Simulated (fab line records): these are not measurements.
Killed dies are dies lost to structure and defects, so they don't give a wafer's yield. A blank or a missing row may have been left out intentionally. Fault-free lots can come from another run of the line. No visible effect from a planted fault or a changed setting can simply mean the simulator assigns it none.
Chamber matching / flow n5 finfet / 4 sister chambers for N5_BEOL_M2_ALD_98 on ald sin-03
The step deposits SiO2, target thk 2.5 nm, pulse time 1 s, co reactant pulse time 1 s. 20 wafers are shown with their chamber, then 10 later ones without.

== WAFERS WITH THEIR CHAMBER ==
wafer=L074.1; chamber=0; heater power w (W)=82; precursor pulse height rel=1.008
wafer=L074.4; chamber=1; heater power w (W)=83; precursor pulse height rel=1.020
wafer=L074.5; chamber=2; heater power w (W)=71; precursor pulse height rel=0.966
wafer=L075.2; chamber=1; heater power w (W)=84; precursor pulse height rel=1.003
wafer=L075.4; chamber=2; heater power w (W)=71; precursor pulse height rel=1.001
wafer=L075.6; chamber=3; heater power w (W)=86; precursor pulse height rel=1.005
wafer=L080.3; chamber=2; heater power w (W)=71; precursor pulse height rel=0.997
wafer=L080.5; chamber=1; heater power w (W)=85; precursor pulse height rel=1.040
wafer=L080.6; chamber=2; heater power w (W)=71; precursor pulse height rel=1.000
wafer=L082.2; chamber=2; heater power w (W)=72; precursor pulse height rel=1.017
wafer=L082.4; chamber=3; heater power w (W)=87; precursor pulse height rel=1.020
wafer=L082.6; chamber=2; heater power w (W)=72; precursor pulse height rel=1.006
wafer=L084.2; chamber=1; heater power w (W)=83; precursor pulse height rel=0.993
wafer=L084.4; chamber=2; heater power w (W)=72; precursor pulse height rel=1.003
wafer=L084.5; chamber=1; heater power w (W)=84; precursor pulse height rel=0.958
wafer=L086.2; chamber=2; heater power w (W)=70; precursor pulse height rel=1.022
wafer=L086.3; chamber=0; heater power w (W)=84; precursor pulse height rel=1.012
wafer=L086.6; chamber=0; heater power w (W)=86; precursor pulse height rel=1.017
wafer=L087.1; chamber=0; heater power w (W)=85; precursor pulse height rel=1.006
wafer=L087.3; chamber=1; heater power w (W)=86; precursor pulse height rel=0.988

SIGNATURES, as means of the wafers listed above
reading=heater power w; chamber 0=84.25; chamber 1=84.17; chamber 2=71.25; chamber 3=86.50; scatter within a chamber=1.11
reading=precursor pulse height rel; chamber 0=1.01075; chamber 1=1.00033; chamber 2=1.00150; chamber 3=1.01250; scatter within a chamber=0.0195
Rule: a wafer's distance from a chamber is the root of the sum, over the readings, of the square of ((its reading less the chamber's mean) divided by the reading's scatter). If the next closest chamber is less than 2 further off than the closest, the wafer can't be placed; otherwise it belongs to the closest. How the scatter is found: for the shown wafers, subtract from each reading the mean of its chamber, square and add these, divide the total by (wafers less chambers), then take the root.

== WAFERS WITH NO CHAMBER GIVEN ==
wafer=L087.6; heater power w (W)=84; precursor pulse height rel=0.995
wafer=L088.1; heater power w (W)=90; precursor pulse height rel=1.020
wafer=L088.4; heater power w (W)=71; precursor pulse height rel=1.055
wafer=L088.6; heater power w (W)=85; precursor pulse height rel=0.986
wafer=L091.2; heater power w (W)=87; precursor pulse height rel=1.019
wafer=L091.5; heater power w (W)=69; precursor pulse height rel=1.009
wafer=L091.6; heater power w (W)=86; precursor pulse height rel=1.045
wafer=L092.1; heater power w (W)=87; precursor pulse height rel=1.008
wafer=L092.2; heater power w (W)=85; precursor pulse height rel=0.982
wafer=L092.4; heater power w (W)=86; precursor pulse height rel=1.021

== EACH ONE'S CHAMBER ==
wafer=L087.6; from the rows above=can't be placed: 1 or 0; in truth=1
wafer=L088.1; from the rows above=3; in truth=3
wafer=L088.4; from the rows above=2; in truth=2
wafer=L088.6; from the rows above=can't be placed: 1 or 0 or 3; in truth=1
wafer=L091.2; from the rows above=can't be placed: 3 or 0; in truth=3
wafer=L091.5; from the rows above=2; in truth=2
wafer=L091.6; from the rows above=can't be placed: 3 or 0 or 1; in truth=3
wafer=L092.1; from the rows above=can't be placed: 3 or 0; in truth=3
wafer=L092.2; from the rows above=can't be placed: 1 or 0 or 3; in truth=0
wafer=L092.4; from the rows above=can't be placed: 3 or 0 or 1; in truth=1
Correctly placed: 3 of 10. Unplaceable from these rows: 7, with the true chamber sitting among the candidates in 7. Placed wrongly: 0.
